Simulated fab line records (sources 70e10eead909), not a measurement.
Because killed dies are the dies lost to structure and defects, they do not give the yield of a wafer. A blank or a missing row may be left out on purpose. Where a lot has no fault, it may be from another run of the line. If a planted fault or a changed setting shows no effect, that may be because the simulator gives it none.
Struck lot and sound lot, side by side | flow nandHarc | 15 out of 1159 route steps
Sound: the wafers L315.4, L315.5, L315.6. Struck: wafer L320.5. The cause is named last.
Per side, at each step with rows, come the tool, then ch with its chambers, and then its first start. Under that, the readings that differ: sound wafers | struck wafers | difference of the means | sigmas: that difference in standard deviations of wafers without a fault.
alike: readings with means less than 2 such deviations apart, plus words and numbers identical on both sides. not compared: withheld readings, readings lacking a value on some wafer, bounds such as >300 that could conceal the same value, and numbers that have no deviation in the record and whose values overlap.
The two part at a step that has a row with sigmas, a row that says differs or no value, or rows on one side only. Numbers that have no deviation but don't overlap get no sigmas and don't part them. A reading that every wafer of one side lacks parts them only if that side has two wafers or more.

first, 8 steps without rows for these wafers: NHARC_A_SLIT_DEHYDRATE_01 (time 120 s); NHARC_A_SLIT_HMDS_02 (time 30 s); NHARC_A_SLIT_COAT_03 (resist thk 90 nm); NHARC_A_SLIT_SOFTBAKE_04 (time 55 s); NHARC_A_SLIT_EBR_05; NHARC_A_SLIT_EXPOSE_06 (exposes mask SLIT); NHARC_A_SLIT_PEB_07 (peb time 65 s); NHARC_A_SLIT_DEVELOP_08 (develop time 35 s).
NHARC_A_SLIT_CD_MEAS_09: the cd target is 300 nm.
  sound on cdSem-02 ch 0, day 16 12:41; struck on cdSem-01 ch 0, day 17 14:47
  alike: cdNm
NHARC_A_SLIT_OVL_MEAS_10:
  struck on overlay-02, day 17 14:52; sound on overlay-01, day 16 12:47
  alike: overlayXNm, overlayYNm
NHARC_A_SLIT_INSPECT_11:
  struck on defectInspect-01, day 17 14:55; sound on defectInspect-02, day 16 12:49
  alike: rawDefectCount
NHARC_A_SLIT_DESCUM_14: chemistry O2, time 3 s.
  sound on rieDiel-12 ch 1,2,3, day 16 12:54; struck on rieDiel-06 ch 3, day 17 15:01
  alike: drypumpMotorCurrentA, oesProductAu, rfVppV, showerheadPlenumPTorr, throttleValvePct
  not compared: rfHoursCounterH
NHARC_A_SLIT_ETCH_24: etches the open film in CF4/CHF3, target depth 121 nm, time 60.5 s.
  sound on rieDiel-12 ch 1,2,3, day 16 13:00; struck on rieDiel-06 ch 3, day 17 15:05
reading             | sound             | struck | difference | sigmas
oesProductAu (a.u.) | 0.961 0.978 0.952 | 0.866  | -0.098     | -7
  alike: drypumpMotorCurrentA, rfVppV, showerheadPlenumPTorr, throttleValvePct
  not compared: rfHoursCounterH
NHARC_A_SLIT_ETCH_15: etches the open film in O2/COS, target depth 3200 nm, time 832 s.
  sound: rieDiel-12 ch 1,2,3; struck: rieDiel-06 ch 0
reading              | sound                | struck | difference | sigmas
oesProductAu (a.u.)  | 1.007 1.001 0.986    | 1.024  | +0.026     | +2
throttleValvePct (%) | 28.350 28.336 28.338 | 28.319 | -0.022     | -2
  alike: drypumpMotorCurrentA, rfVppV, showerheadPlenumPTorr
  not compared: rfHoursCounterH
-- jump in the record: it breaks off in module A_SLIT and resumes in module END (first step shown: number 1159 of the route), and 7 days separate the struck wafers' starts before and after --
NHARC_END_SORT_01:
  sound on prober-02 ch 0, day 22 08:20; struck on prober-01 ch 0, day 24 09:24
  alike: killedAtArray, killedAtOther, killedAtPeriphery, killedDies, killedOpen, killedShort
  not compared: hold

## WHERE THEY PART
Earliest at NHARC_A_SLIT_ETCH_24; latest, in this record, at NHARC_A_SLIT_ETCH_15. Later steps at which nothing parts them and some readings are alike: NHARC_END_SORT_01.

WHY: the cause the simulator had injected
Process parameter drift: rieDiel-06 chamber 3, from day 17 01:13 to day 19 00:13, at NHARC_A_SLIT_ETCH_24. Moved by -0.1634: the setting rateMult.
